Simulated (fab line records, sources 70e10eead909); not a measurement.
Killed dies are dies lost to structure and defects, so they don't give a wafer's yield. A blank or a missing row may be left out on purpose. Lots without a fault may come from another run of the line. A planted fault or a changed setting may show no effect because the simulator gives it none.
fab line records | flow nand_harc
record lots=22 wafers=66 last_day=33
route steps=1302 shown A_STAIRCASE@712
lots that met no fault: from a run of the same line without faults
start_h: hours from the record's first day to the start of the lot's first wafer shown | wait_h: hours since the lot's step before | " the same as in the row above | L1.1+2: a row that stands for several wafers | - no value, or no start given | * or withheld: withheld | < > ~ a bound
route shown NAME@n: a module of which the file shows steps, and the number in the route of the first | usual: mean/standard deviation of fault-free wafers | same: alike in all rows | chamber/n: place in a boat | sites: the reading at each site | _std_site: their standard deviation | _edge_site: outer sites' mean less inner sites' | radius_mm: how far each site lies from the wafer's centre | mask NAME#n: copy n | behind: the tool/chamber that last shaped the wafer | hold: why the lot was held/for how many hours/how that ended | device: the transistor (n, p or np) that didn't switch | end of line: the same wafers' tests at the end of the route | a step without rows: its recipe alone | killed: dies lost to structure and defects at the first sort, not the wafer's yield | map: a wafer's dies, x killed, . not, _ none there
set.NAME: the setting as run; set.NAME@STEP: as run at that earlier step | model.NAME: the simulator's own value behind a step, which no gauge read
steps of the route over a sample of lots; a table a step, a row a wafer
services: from which hour (start_h, from the record's first day; less than 0 if before it) a tool's chamber was out of use, for how many hours, and why
## steps
# step NHARC_A_STAIRCASE_TRIM_198
# recipe time_s=211.2 o2_flow_sccm=500 ar_flow_sccm=0 bias_w=0 chemistry=O2
# usual drypump_motor_current_A=5.9/0.44 oes_product_au=1.004/0.011 rf_vpp_V=57.8/0.87 showerhead_plenum_p_Torr=3.51/0.14 throttle_valve_pct=17.036/0.0087
# columns lot.wafer tool chamber start_h wait_h drypump_motor_current_A oes_product_au rf_hours_counter_h rf_vpp_V showerhead_plenum_p_Torr throttle_valve_pct
L074.1 rie_diel-07 1 - - 6.6 1.000 10 58.7 3.67 17.019
L074.5 " 1 " " 6.6 0.998 - 57.0 3.67 17.031
L074.6 " 2 " " 5.9 1.033 - 57.8 3.44 17.041
L077.4 rie_diel-07 3 - - 5.7 1.011 22 57.0 3.28 17.034
L077.3 " 1 " " 6.6 1.002 13 57.8 3.67 17.015
L077.1 " 2 " " 5.9 1.010 22 56.9 3.44 17.045
L076.2 rie_diel-13 0 - - 5.4 0.999 10 58.7 3.60 17.032
L076.4 " 1 " " 5.3 0.993 9 58.5 3.74 17.030
L076.6 " 3 " " 6.3 1.015 - 58.3 3.59 17.033
L078.2 rie_diel-03 2 - - 6.2 1.006 41 57.9 3.48 17.045
L078.1 " 3 " " 6.0 1.010 35 56.8 3.54 17.036
L078.5 " 0 " " 6.4 0.997 - 58.2 3.32 17.047
L080.3 rie_diel-13 1 - - 5.4 0.988 23 59.8 3.73 17.032
L080.2 " 0 " " 5.4 0.981 25 57.1 3.59 17.029
L080.5 " 1 " " 5.4 0.982 - 59.1 3.73 17.037
L082.1 rie_diel-03 0 - - 6.4 1.001 51 57.6 3.31 17.022
L082.2 " 2 " " 6.2 0.999 50 58.3 3.47 17.042
L082.5 " 0 " " 6.4 0.984 - 57.7 3.31 17.033
L079.2 rie_diel-07 0 - - 5.8 1.007 30 59.5 3.42 17.042
L079.1 " 2 " " 5.9 1.014 36 57.5 3.43 17.042
L079.5 " 0 " " 5.8 0.995 - 59.7 3.42 17.048
L081.2 rie_diel-13 2 - - 5.8 1.005 21 58.1 3.48 17.034
L081.4 " 3 " " 6.4 1.003 26 59.2 3.58 17.026
L081.6 " 0 " " 5.4 0.995 - 58.2 3.59 17.029
L085.4 rie_diel-13 2 - - 5.8 1.003 31 59.6 3.47 17.037
L085.2 " 0 " " 5.4 1.000 35 57.7 3.58 17.047
L085.6 " 2 " " 5.8 1.011 - 57.8 3.47 17.027
L083.2 rie_diel-07 0 - - 5.8 0.995 47 57.2 3.41 17.046
L083.4 " 3 " " 5.7 0.998 48 58.2 3.27 17.021
L083.6 " 1 " " 6.6 0.993 - 58.9 3.66 17.032
L084.4 rie_diel-07 1 - - 6.6 1.014 40 58.2 3.66 17.049
L084.3 " 2 " " 5.9 1.029 49 57.0 3.42 17.045
L084.5 " 3 " " 5.7 1.005 - 58.3 3.27 17.024
L086.3 rie_diel-07 1 - - 6.6 1.015 2 57.1 3.65 17.036
L086.6 " 0 " " 5.7 1.021 - 57.1 3.41 17.034
L086.5 " 1 " " 6.6 1.013 - 58.2 3.65 17.018
L087.3 rie_diel-03 3 - - 6.0 1.001 14 57.1 3.52 17.050
L087.4 " 0 " " 6.4 1.017 14 58.2 3.30 17.046
L087.2 " 2 " " 6.2 1.018 11 58.4 3.46 17.033
L088.1 rie_diel-13 3 - - 6.3 1.009 46 58.7 3.57 17.034
L088.6 " 0 " " 5.4 0.991 - 57.5 3.58 17.038
L088.5 " 1 " " 5.4 0.993 - 59.0 3.72 17.047
L089.3 rie_diel-07 3 - - 5.6 1.012 11 58.3 3.80 17.047
L089.5 " 3 " " 5.6 1.005 - 56.9 3.80 17.022
L089.4 " 0 " " 5.7 1.008 - 58.1 3.41 17.044
L090.2 rie_diel-03 3 - - 6.0 1.014 17 58.0 3.52 17.031
L090.3 " 0 " " 6.4 1.015 17 58.5 3.30 17.049
L090.4 " 1 " " 5.1 0.995 15 56.7 3.48 17.042
L091.4 rie_diel-03 3 - - 6.0 1.017 28 57.4 3.52 17.046
L091.2 " 0 " " 6.5 1.022 30 56.6 3.29 17.045
L091.6 " 3 " " 6.0 1.006 - 55.7 3.52 17.025
L093.2 rie_diel-07 2 - - 5.9 1.023 15 55.9 3.41 17.043
L093.4 " 3 " " 5.7 1.012 21 58.3 3.80 17.054
L093.1 " 0 " " 5.8 1.017 21 57.4 3.40 17.034
L092.1 rie_diel-13 2 - - 5.7 1.007 8 58.0 3.46 17.041
L092.3 " 0 " " 5.4 0.982 6 59.2 3.57 17.048
L092.6 " 2 " " 5.8 1.004 - 56.9 3.46 17.035
L095.4 rie_diel-13 0 - - 5.4 0.977 12 58.3 3.57 17.035
L095.3 " 3 " " 6.4 1.003 13 57.0 3.56 17.040
L095.6 " 0 " " 5.4 0.975 - 57.7 3.57 17.023
L096.4 rie_diel-03 2 - - 6.2 1.003 42 57.7 3.44 17.043
L096.3 " 3 " " 6.0 1.007 39 56.8 3.51 17.031
L096.5 " 0 " " 6.4 1.020 - 56.2 3.29 17.041
L097.3 rie_diel-07 1 - - 6.6 1.005 33 58.5 3.63 17.036
L097.4 " 0 " " 5.7 1.026 33 56.9 3.39 17.033
L097.5 " 1 " " 6.6 1.006 - 58.8 3.63 17.049
# step NHARC_A_STAIRCASE_ETCH_232
# recipe target_depth_a=1000 time_s=40.5 ion_energy_ev=400 c4f8_flow_sccm=20 o2_flow_sccm=10 ar_flow_sccm=withheld rf_w=600 bias_w=1000 chemistry=C4F8/O2
# usual oes_product_au=0.950/0.013 rf_vpp_V=895/5.1
# columns lot.wafer tool chamber start_h wait_h oes_product_au rf_hours_counter_h rf_vpp_V
L074.1 rie_diel-03 2 - - 0.951 32 895
L074.6 " 0 " " 0.922 - 887
L074.5 " 1 " " 0.947 - 896
L077.1 rie_diel-03 3 - - 0.961 29 897
L077.4 " 0 " " 0.951 35 891
L077.3 " 2 " " 0.958 35 892
L076.2 rie_diel-07 1 - - 0.942 13 903
L076.4 " 3 " " 0.923 23 886
L076.6 " 1 " " 0.946 - 901
L078.1 rie_diel-13 2 - - 0.931 14 895
L078.2 " 3 " " 0.948 19 900
L078.5 " 2 " " 0.942 - 895
L080.3 rie_diel-03 2 - - 0.956 51 895
L080.2 " 3 " " 0.959 45 897
L080.5 " 1 " " 0.931 - 895
L082.1 rie_diel-07 1 - - 0.944 25 900
L082.2 " 2 " " 0.954 37 894
L082.5 " 1 " " 0.947 - 901
L079.2 rie_diel-07 1 - - 0.948 26 900
L079.1 " 3 " " 0.946 38 886
L079.5 " 1 " " 0.958 - 901
L081.4 rie_diel-07 3 - - 0.952 39 887
L081.2 " 1 " " 0.963 27 900
L081.6 " 0 " " 0.955 - 893
L085.2 rie_diel-13 2 - - 0.956 33 895
L085.4 " 3 " " 0.976 36 898
L085.6 " 1 " " 0.942 - 902
L083.2 rie_diel-13 2 - - 0.950 33 893
L083.6 " 2 " " 0.942 - 893
L083.4 " 1 " " 0.936 - 904
L084.3 rie_diel-13 2 - - 0.973 33 894
L084.4 " 1 " " 0.956 37 903
L084.5 " 3 " " 0.973 - 899
L086.3 rie_diel-07 1 - - 0.957 3 899
L086.6 " 3 " " 0.960 - 906
L086.5 " 1 " " 0.963 - 900
L087.4 rie_diel-03 2 - - 0.962 12 894
L087.2 " 0 " " 0.957 15 889
L087.3 " 1 " " 0.946 13 892
L088.1 rie_diel-07 3 - - 0.941 10 906
L088.6 " 1 " " 0.939 - 900
L088.5 " 2 " " 0.949 - 893
L089.3 rie_diel-03 0 - - 0.954 18 887
L089.4 " 2 " " 0.951 15 895
L089.5 " 0 " " 0.948 - 887
L090.3 rie_diel-03 3 - - 0.948 18 895
L090.4 " 0 " " 0.953 18 888
L090.2 " 1 " " 0.938 16 893
L091.4 rie_diel-07 1 - - 0.961 19 899
L091.2 " 2 " " 0.982 15 892
L091.6 " 3 " " 0.968 - 905
L093.1 rie_diel-03 0 - - 0.961 32 887
L093.2 " 1 " " 0.967 30 894
L093.4 " 2 " " 0.978 27 893
L092.3 rie_diel-13 3 - - 0.948 9 898
L092.1 " 0 " " 0.929 7 897
L092.6 " 1 " " 0.935 - 902
L095.3 rie_diel-03 3 - - 0.938 33 895
L095.4 " 1 " " 0.934 38 892
L095.6 " 3 " " 0.944 - 895
L096.3 rie_diel-07 2 - - 0.958 31 891
L096.4 " 3 " " 0.939 36 905
L096.5 " 2 " " 0.958 - 890
L097.3 rie_diel-07 0 - - 0.953 34 890
L097.4 " 2 " " 0.953 33 892
L097.5 " 0 " " 0.963 - 891
# step NHARC_A_STAIRCASE_ETCH_253
# recipe target_depth_a=500 time_s=20.2 ion_energy_ev=400 c4f8_flow_sccm=20 o2_flow_sccm=10 ar_flow_sccm=withheld rf_w=600 bias_w=1000 chemistry=C4F8/O2
# usual oes_product_au=0.963/0.018 rf_vpp_V=895/5.1
# columns lot.wafer tool chamber start_h wait_h oes_product_au rf_hours_counter_h rf_vpp_V
L074.1 rie_diel-07 3 372.97 0.1 0.961 21 886
L074.6 " 1 " " 0.977 - 902
L074.5 " 2 " " 0.982 - 894
L077.4 rie_diel-07 1 380.82 0.1 0.964 14 900
L077.3 " 2 " " 0.992 24 894
L077.1 " 3 " " 0.965 23 887
L076.4 rie_diel-07 3 381.73 0.1 0.949 23 888
L076.2 " 1 " " 0.968 14 901
L076.6 " 3 " " 0.958 - 887
L078.2 rie_diel-03 0 407.13 0.1 0.950 45 886
L078.1 " 2 " " 0.988 43 894
L078.5 " 1 " " 0.972 - 896
L080.3 rie_diel-03 1 432.59 0.1 0.950 58 894
L080.2 " 2 " " 0.963 51 894
L080.5 " 2 " " 0.970 - 894
L082.1 rie_diel-03 1 432.98 0.1 0.975 58 894
L082.2 " 3 " " 0.975 45 898
L082.5 " 0 " " 0.958 - 888
L079.1 rie_diel-13 2 434.09 0.1 0.951 21 895
L079.2 " 3 " " 0.960 25 898
L079.5 " 2 " " 0.968 - 894
L081.4 rie_diel-13 3 440.64 0.1 0.956 26 898
L081.2 " 1 " " 0.956 25 901
L081.6 " 3 " " 0.955 - 900
L085.4 rie_diel-07 0 464.68 0.1 0.978 48 892
L085.2 " 1 " " 0.966 41 902
L085.6 " 3 " " 0.968 - 887
L083.2 rie_diel-13 2 465.63 0.1 0.971 33 894
L083.6 " 3 " " 0.967 - 899
L083.4 " 1 " " 0.954 - 905
L084.4 rie_diel-03 0 468.85 0.1 0.984 0 887
L084.3 " 1 " " 0.989 0 894
L084.5 " 2 " " 0.985 - 893
L086.3 rie_diel-13 0 496.22 0.1 0.962 43 897
L086.5 " 0 " " 0.961 - 898
L086.6 " 1 " " 0.959 - 904
L087.3 rie_diel-07 2 509.93 0.1 0.940 5 892
L087.2 " 3 " " 0.937 10 905
L087.4 " 0 " " 0.931 10 891
L088.1 rie_diel-13 2 510.89 0.1 0.967 47 895
L088.6 " 2 " " 0.973 - 893
L088.5 " 3 " " 0.992 - 899
L089.4 rie_diel-07 3 522.79 0.1 0.965 13 905
L089.3 " 1 " " 0.949 13 900
L089.5 " 3 " " 0.957 - 905
L090.2 rie_diel-07 2 523.02 0.1 0.995 8 892
L090.3 " 3 " " 0.971 13 906
L090.4 " 0 " " 0.974 15 892
L091.4 rie_diel-07 0 545.26 0.1 0.983 22 890
L091.2 " 2 " " 0.963 16 892
L091.6 " 3 " " 0.983 - 907
L093.1 rie_diel-13 1 549.89 0.1 0.965 7 903
L093.2 " 2 " " 0.988 9 894
L093.4 " 0 " " 0.945 7 897
L092.3 rie_diel-07 2 550.44 0.1 0.975 17 891
L092.1 " 3 " " 0.971 22 905
L092.6 " 1 " " 0.994 - 900
L095.3 rie_diel-03 1 570.80 0.1 0.948 38 895
L095.4 " 0 " " 0.961 - 886
L095.6 " 1 " " 0.953 - 893
L096.4 rie_diel-07 0 595.81 0.1 0.972 33 890
L096.3 " 2 " " 0.962 31 892
L096.5 " 3 " " 0.963 - 905
L097.3 rie_diel-03 1 604.24 0.1 0.951 49 893
L097.4 " 3 " " 0.953 42 896
L097.5 " 1 " " 0.948 - 893
# step NHARC_A_STAIRCASE_DESCUM_270
# recipe time_s=3 o2_flow_sccm=200 ar_flow_sccm=0 bias_power_w=0 chemistry=O2
# usual drypump_motor_current_A=5.8/0.44 oes_product_au=1.003/0.01 rf_vpp_V=57.8/0.92 showerhead_plenum_p_Torr=1.91/0.08 throttle_valve_pct=11.312/0.009
# same bias_power_w=0
# columns lot.wafer tool chamber start_h wait_h drypump_motor_current_A oes_product_au rf_hours_counter_h rf_vpp_V showerhead_plenum_p_Torr throttle_valve_pct
L074.1 rie_diel-13 2 381.63 - 5.7 0.997 10 58.8 1.89 11.302
L074.6 " 0 " " 5.4 0.991 - 57.9 1.95 11.316
L074.5 " 1 " " 5.4 0.992 - 57.9 2.04 11.313
L077.3 rie_diel-07 3 389.61 - 5.7 1.001 24 58.5 1.77 11.303
L077.4 " 1 " " 6.6 1.006 14 57.9 2.00 11.308
L077.1 " 2 " " 5.9 1.015 24 57.3 1.86 11.308
L076.2 rie_diel-03 1 391.58 - 5.1 0.989 43 59.2 1.90 11.331
L076.4 " 2 " " 6.2 0.998 37 57.2 1.89 11.304
L076.6 " 0 " " 6.4 0.998 - 56.7 1.79 11.310
L078.2 rie_diel-07 2 410.92 - 5.9 1.020 32 57.5 1.86 11.301
L078.1 " 3 " " 5.6 1.006 32 58.2 1.77 11.309
L078.5 " 1 " " 6.6 1.007 - 58.2 1.99 11.309
L080.3 rie_diel-03 2 438.69 - 6.2 1.004 53 56.7 1.88 11.309
L080.2 " 3 " " 6.0 1.007 46 57.2 1.92 11.317
L080.5 " 1 " " 5.1 0.989 - 57.5 1.89 11.314
L082.1 rie_diel-07 2 439.01 - 5.9 1.012 39 57.4 1.86 11.299
L082.2 " 3 " " 5.7 1.008 40 56.9 1.77 11.313
L082.5 " 2 " " 5.9 1.025 - 58.3 1.86 11.323
L079.2 rie_diel-13 1 440.86 - 5.3 0.998 25 58.0 2.03 11.305
L079.1 " 0 " " 5.4 1.010 27 59.2 1.95 11.314
L079.5 " 2 " " 5.7 1.000 - 56.6 1.88 11.330
L081.2 rie_diel-13 0 444.40 - 5.4 0.996 29 59.0 1.95 11.312
L081.4 " 1 " " 5.3 0.987 26 58.7 2.03 11.306
L081.6 " 0 " " 5.4 0.997 - 57.0 1.95 11.317
L085.4 rie_diel-13 1 471.31 - 5.3 0.987 37 59.2 2.03 11.331
L085.2 " 3 " " 6.4 1.012 37 59.1 1.94 11.303
L085.6 " 1 " " 5.4 0.992 - 56.8 2.03 11.311
L083.2 rie_diel-03 1 472.74 - 5.1 1.010 0 56.4 1.89 11.305
L083.4 " 3 " " 6.0 1.003 0 57.8 1.91 11.307
L083.6 " 1 " " 5.1 0.996 - 59.5 1.89 11.319
L084.3 rie_diel-03 0 474.56 - 6.4 1.015 2 56.0 1.79 11.318
L084.4 " 3 " " 6.0 1.012 2 58.2 1.91 11.315
L084.5 " 0 " " 6.4 1.018 - 56.3 1.79 11.308
L086.3 rie_diel-07 3 500.00 - 5.7 0.994 7 58.5 2.07 11.318
L086.5 " 1 " " 6.5 0.991 - 57.7 1.98 11.306
L086.6 " 2 " " 5.9 1.016 - 56.4 1.85 11.297
L087.3 rie_diel-07 3 519.25 - 5.6 1.013 12 58.7 2.07 11.312
L087.2 " 1 " " 6.6 1.016 11 59.6 1.98 11.314
L087.4 " 2 " " 5.9 1.020 6 56.0 1.85 11.301
L088.1 rie_diel-03 2 521.21 - 6.2 1.009 16 58.3 1.87 11.321
L088.5 " 1 " " 5.1 1.001 - 57.2 1.88 11.333
L088.6 " 2 " " 6.2 1.007 - 59.3 1.87 11.296
L089.3 rie_diel-07 0 528.38 - 5.7 1.007 17 58.0 1.84 11.314
L089.4 " 2 " " 5.8 1.010 11 57.0 1.85 11.319
L089.5 " 3 " " 5.7 0.998 - 59.5 2.07 11.313
L090.3 rie_diel-03 2 530.20 - 6.2 1.018 22 57.5 1.87 11.319
L090.4 " 3 " " 6.0 1.011 24 57.5 1.91 11.313
L090.2 " 1 " " 5.1 1.008 25 58.5 1.88 11.315
L091.2 rie_diel-03 2 549.11 - 6.3 1.009 27 58.5 1.87 11.316
L091.6 " 2 " " 6.2 1.012 - 58.2 1.87 11.298
L091.4 " 0 " " 6.4 1.008 - 56.9 1.78 11.306
L093.1 rie_diel-13 1 553.86 - 5.3 0.986 8 57.1 2.02 11.299
L093.2 " 2 " " 5.7 1.004 9 57.0 1.87 11.311
L093.4 " 3 " " 6.3 0.990 10 57.6 1.93 11.310
L092.1 rie_diel-07 3 555.44 - 5.7 1.005 23 57.6 2.07 11.321
L092.3 " 2 " " 5.9 1.018 17 57.0 1.85 11.312
L092.6 " 3 " " 5.7 1.004 - 59.2 2.07 11.311
L095.3 rie_diel-03 1 575.69 - 5.1 1.006 39 56.3 1.88 11.333
L095.4 " 2 " " 6.2 1.010 35 56.9 1.87 11.335
L095.6 " 0 " " 6.4 1.007 - 57.0 1.77 11.318
L096.3 rie_diel-13 0 600.66 - 5.4 0.990 22 56.3 1.93 11.322
L096.4 " 1 " " 5.3 0.988 22 59.0 2.02 11.323
L096.5 " 1 " " 5.4 0.991 - 58.0 2.02 11.307
L097.4 rie_diel-07 3 608.56 - 5.6 1.012 40 59.9 2.06 11.319
L097.3 " 1 " " 6.6 1.005 36 58.2 1.97 11.309
L097.5 " 2 " " 5.9 1.013 - 58.0 1.84 11.321
# step NHARC_A_STAIRCASE_ETCH_451
# recipe target_depth_a=300 overetch_a=30 time_s=16.5 ion_energy_ev=100 cf4_flow_sccm=80 o2_flow_sccm=20 ar_flow_sccm=0 rf_w=300 bias_w=100 chemistry=CF4/O2
# usual drypump_motor_current_A=5.8/0.46 oes_product_au=1.004/0.011 rf_vpp_V=197.7/1.3 showerhead_plenum_p_Torr=1.33/0.054 throttle_valve_pct=13.397/0.0091
# columns lot.wafer tool chamber start_h wait_h drypump_motor_current_A oes_product_au rf_hours_counter_h rf_vpp_V showerhead_plenum_p_Torr throttle_valve_pct
L074.1 rie_diel-13 1 - - 5.4 1.004 10 199.6 1.42 13.401
L074.6 " 1 " " 5.4 0.987 - 200.8 1.42 13.389
L074.5 " 3 " " 6.3 1.011 - 197.4 1.36 13.410
L077.4 rie_diel-07 2 - - 5.9 1.008 25 197.7 1.30 13.407
L077.1 " 3 " " 5.7 0.997 24 195.6 1.24 13.389
L077.3 " 1 " " 6.6 1.011 14 199.6 1.39 13.390
L076.4 rie_diel-03 0 - - 6.4 0.989 38 196.8 1.25 13.409
L076.2 " 2 " " 6.2 1.001 37 197.0 1.32 13.395
L076.6 " 1 " " 5.1 0.996 - 198.2 1.32 13.417
L078.1 rie_diel-07 1 - - 6.6 0.998 20 199.5 1.39 13.411
L078.2 " 3 " " 5.7 0.996 32 195.8 1.24 13.392
L078.5 " 0 " " 5.7 1.007 - 197.5 1.29 13.386
L079.2 rie_diel-13 0 - - 5.3 0.988 27 197.7 1.36 13.393
L079.1 " 1 " " 5.4 0.995 26 199.4 1.42 13.388
L079.5 " 0 " " 5.3 0.999 - 198.5 1.36 13.390
L082.1 rie_diel-07 0 - - 5.7 0.996 38 196.9 1.29 13.392
L082.2 " 1 " " 6.6 1.007 31 198.1 1.39 13.405
L082.5 " 0 " " 5.7 0.994 - 195.8 1.29 13.391
L080.3 rie_diel-03 2 - - 6.2 1.016 57 197.8 1.31 13.374
L080.2 " 1 " " 5.1 0.997 63 198.4 1.32 13.392
L080.5 " 3 " " 6.0 1.012 - 199.7 1.34 13.402
L081.4 rie_diel-13 2 - - 5.7 1.002 23 197.7 1.31 13.393
L081.2 " 0 " " 5.4 0.996 29 197.9 1.36 13.394
L081.6 " 1 " " 5.4 0.986 - 199.4 1.42 13.385
L085.2 rie_diel-13 1 - - 5.4 0.998 37 198.2 1.41 13.406
L085.4 " 3 " " 6.3 1.027 37 199.5 1.35 13.407
L085.6 " 2 " " 5.7 1.015 - 198.7 1.31 13.385
L083.2 rie_diel-03 2 - - 6.2 1.000 0 198.7 1.31 13.396
L083.4 " 3 " " 6.0 1.007 0 197.9 1.34 13.417
L083.6 " 0 " " 6.4 1.015 - 194.7 1.25 13.395
L084.3 rie_diel-03 3 - - 6.0 0.990 2 197.3 1.34 13.397
L084.4 " 0 " " 6.4 1.004 2 197.7 1.25 13.407
L084.5 " 3 " " 6.0 1.002 - 198.7 1.33 13.409
L086.3 rie_diel-07 2 - - 5.9 1.006 2 195.2 1.29 13.393
L086.6 " 3 " " 5.7 0.997 - 199.2 1.44 13.400
L086.5 " 0 " " 5.8 1.010 - 195.4 1.29 13.404
L087.2 rie_diel-07 2 - - 5.9 1.028 7 195.9 1.29 13.387
L087.3 " 3 " " 5.7 1.016 12 199.3 1.44 13.397
L087.4 " 0 " " 5.7 1.026 13 196.2 1.29 13.394
L088.1 rie_diel-03 1 - - 5.1 1.007 17 197.7 1.31 13.403
L088.6 " 0 " " 6.4 1.024 - 196.2 1.24 13.397
L088.5 " 1 " " 5.1 1.009 - 197.8 1.31 13.397
L089.4 rie_diel-07 2 - - 5.9 1.005 11 197.6 1.29 13.393
L089.3 " 3 " " 5.6 1.014 17 202.5 1.44 13.407
L089.5 " 3 " " 5.6 1.010 - 200.3 1.44 13.399
L090.3 rie_diel-03 0 - - 6.4 1.012 27 195.5 1.24 13.388
L090.4 " 2 " " 6.2 1.011 22 199.1 1.31 13.384
L090.2 " 3 " " 6.0 1.009 24 196.7 1.33 13.394
L091.2 rie_diel-03 0 - - 6.4 1.013 33 195.0 1.24 13.385
L091.6 " 2 " " 6.2 1.011 - 197.2 1.30 13.397
L091.4 " 0 " " 6.4 1.012 - 195.7 1.24 13.389
L093.1 rie_diel-13 1 - - 5.3 0.991 9 199.2 1.41 13.403
L093.4 " 2 " " 5.7 1.007 11 196.3 1.31 13.400
L093.2 " 3 " " 6.3 1.001 10 198.2 1.35 13.405
L092.1 rie_diel-07 1 - - 6.6 1.003 22 199.8 1.38 13.396
L092.3 " 3 " " 5.6 1.010 23 200.0 1.44 13.396
L092.6 " 0 " " 5.7 1.017 - 196.2 1.28 13.392
L095.3 rie_diel-03 3 - - 6.0 1.007 36 197.2 1.33 13.378
L095.4 " 0 " " 6.4 1.010 44 195.8 1.24 13.396
L095.6 " 2 " " 6.2 1.008 - 197.8 1.30 13.379
L096.4 rie_diel-13 3 - - 6.3 0.989 23 199.1 1.35 13.405
L096.3 " 1 " " 5.4 0.973 22 198.4 1.40 13.401
L096.5 " 3 " " 6.4 0.996 - 198.1 1.34 13.400
L097.3 rie_diel-07 3 - - 5.7 1.002 40 200.1 1.44 13.400
L097.4 " 0 " " 5.8 1.010 37 198.4 1.28 13.369
L097.5 " 2 " " 5.9 1.011 - 197.2 1.29 13.409
# step NHARC_A_STAIRCASE_ETCH_452
# recipe target_depth_a=300 overetch_a=30 time_s=16.5 ion_energy_ev=100 cf4_flow_sccm=80 o2_flow_sccm=20 ar_flow_sccm=0 rf_w=300 bias_w=100 chemistry=CF4/O2
# usual drypump_motor_current_A=5.8/0.45 oes_product_au=1.003/0.011 rf_vpp_V=197.6/1.1 showerhead_plenum_p_Torr=1.32/0.05 throttle_valve_pct=13.396/0.0092
# columns lot.wafer tool chamber start_h wait_h drypump_motor_current_A oes_product_au rf_hours_counter_h rf_vpp_V showerhead_plenum_p_Torr throttle_valve_pct
L074.1 rie_diel-07 2 - - 5.9 1.004 26 198.2 1.30 13.393
L074.6 " 0 " " 5.7 1.002 - 197.8 1.30 13.410
L074.5 " 1 " " 6.5 0.999 - 197.8 1.39 13.376
L077.3 rie_diel-13 2 - - 5.7 0.999 12 197.3 1.32 13.393
L077.1 " 0 " " 5.4 0.988 16 199.1 1.36 13.394
L077.4 " 1 " " 5.4 0.991 15 198.4 1.42 13.404
L076.2 rie_diel-07 1 - - 6.5 1.003 19 199.6 1.39 13.394
L076.4 " 3 " " 5.6 0.991 31 195.7 1.24 13.398
L076.6 " 1 " " 6.6 0.991 - 199.5 1.39 13.413
L078.1 rie_diel-07 0 - - 5.7 1.011 28 196.4 1.29 13.395
L078.2 " 2 " " 5.9 1.002 33 197.8 1.30 13.403
L078.5 " 0 " " 5.8 1.009 - 198.0 1.29 13.405
L079.1 rie_diel-07 3 - - 5.7 1.001 43 196.8 1.23 13.392
L079.2 " 0 " " 5.8 0.992 39 197.2 1.29 13.402
L079.5 " 2 " " 5.9 1.019 - 198.2 1.30 13.389
L082.1 rie_diel-07 3 - - 5.7 1.005 46 195.9 1.23 13.405
L082.2 " 0 " " 5.8 1.007 44 196.3 1.29 13.411
L082.5 " 3 " " 5.6 1.002 - 196.4 1.23 13.401
L081.4 rie_diel-13 3 - - 6.4 1.010 31 197.8 1.35 13.393
L081.2 " 2 " " 5.7 0.988 29 198.2 1.31 13.397
L081.6 " 3 " " 6.3 1.010 - 196.9 1.35 13.405
L080.2 rie_diel-03 1 - - 5.1 0.990 69 196.4 1.32 13.391
L080.3 " 2 " " 6.2 1.013 62 197.7 1.31 13.392
L080.5 " 3 " " 6.0 1.010 - 197.4 1.34 13.388
L085.2 rie_diel-13 0 - - 5.4 1.001 38 197.9 1.36 13.399
L085.4 " 3 " " 6.3 1.012 39 198.6 1.35 13.409
L085.6 " 1 " " 5.3 0.984 - 199.6 1.41 13.384
L083.4 rie_diel-03 1 - - 5.1 1.019 2 197.3 1.32 13.396
L083.2 " 2 " " 6.2 1.019 3 197.1 1.31 13.392
L083.6 " 1 " " 5.1 1.012 - 197.8 1.32 13.395
L084.3 rie_diel-07 2 - - 5.9 1.022 0 196.7 1.29 13.388
L084.4 " 1 " " 6.6 1.006 0 199.5 1.38 13.399
L084.5 " 3 " " 5.6 1.006 - 199.8 1.45 13.383
L086.3 rie_diel-07 3 - - 5.6 0.999 9 201.6 1.44 13.397
L086.5 " 1 " " 6.6 1.004 - 198.9 1.38 13.398
L086.6 " 2 " " 5.9 1.025 - 197.0 1.29 13.402
L088.1 rie_diel-03 2 - - 6.2 1.012 22 197.8 1.31 13.399
L088.5 " 1 " " 5.1 0.996 - 197.4 1.31 13.392
L088.6 " 2 " " 6.2 1.012 - 197.9 1.31 13.389
L087.4 rie_diel-13 2 - - 5.7 1.010 4 198.1 1.31 13.399
L087.2 " 3 " " 6.4 1.009 4 198.1 1.35 13.395
L087.3 " 1 " " 5.4 0.989 2 198.5 1.41 13.399
L089.3 rie_diel-03 3 - - 6.0 1.010 26 198.0 1.33 13.384
L089.4 " 1 " " 5.1 1.001 27 196.6 1.31 13.390
L089.5 " 0 " " 6.4 1.009 - 195.7 1.24 13.378
L090.4 rie_diel-03 1 - - 5.1 0.995 27 196.0 1.31 13.386
L090.2 " 2 " " 6.2 1.002 25 198.3 1.31 13.394
L090.3 " 0 " " 6.4 1.018 29 195.7 1.24 13.388
L091.2 rie_diel-13 2 - - 5.7 1.013 11 197.7 1.31 13.417
L091.4 " 3 " " 6.4 1.004 11 198.0 1.35 13.406
L091.6 " 1 " " 5.3 0.999 - 199.4 1.41 13.410
L093.1 rie_diel-13 3 - - 6.3 0.990 12 197.2 1.35 13.391
L093.4 " 1 " " 5.4 0.996 12 198.8 1.41 13.386
L093.2 " 2 " " 5.7 1.009 13 196.9 1.31 13.410
L092.1 rie_diel-03 1 - - 5.1 0.989 36 199.0 1.31 13.385
L092.3 " 0 " " 6.4 1.019 39 195.8 1.24 13.420
L092.6 " 1 " " 5.1 0.990 - 196.8 1.31 13.389
L095.4 rie_diel-13 2 - - 5.8 0.999 19 197.6 1.30 13.387
L095.3 " 0 " " 5.3 0.980 20 198.1 1.35 13.394
L095.6 " 2 " " 5.7 1.000 - 196.8 1.30 13.389
L096.3 rie_diel-03 1 - - 5.1 0.999 49 196.3 1.31 13.396
L096.4 " 0 " " 6.4 1.018 50 196.1 1.24 13.378
L096.5 " 2 " " 6.2 1.012 - 196.9 1.30 13.398
L097.3 rie_diel-03 1 - - 5.1 0.994 53 196.5 1.31 13.392
L097.4 " 3 " " 6.0 1.000 49 197.8 1.33 13.408
L097.5 " 1 " " 5.1 0.997 - 197.7 1.31 13.403
## services
# columns tool chamber start_h hours kind
rie_diel-07 0 352.47 - clean
rie_diel-07 1 352.47 - clean
rie_diel-07 2 352.47 - clean
rie_diel-07 3 352.47 - clean
rie_diel-07 0 376.97 - clean
rie_diel-07 1 376.97 - clean
rie_diel-07 2 376.97 - clean
rie_diel-07 3 376.97 - clean
rie_diel-13 2 382.00 8.0 repair
rie_diel-07 0 403.53 - clean
rie_diel-07 1 403.53 - clean
rie_diel-07 2 403.53 - clean
rie_diel-03 0 436.69 27.1 repair
rie_diel-03 - 458.44 9.0 pm
rie_diel-13 0 463.10 2.8 repair
rie_diel-07 - 471.39 9.0 pm
rie_diel-03 - 482.56 0.4 repair
rie_diel-07 2 488.60 5.3 repair
rie_diel-03 0 489.40 3.5 repair
rie_diel-07 1 515.78 3.4 repair
rie_diel-13 - 519.01 9.0 pm
rie_diel-03 3 543.77 2.2 repair
rie_diel-03 3 547.88 7.5 repair
rie_diel-03 2 570.41 4.8 repair
## key
fault none
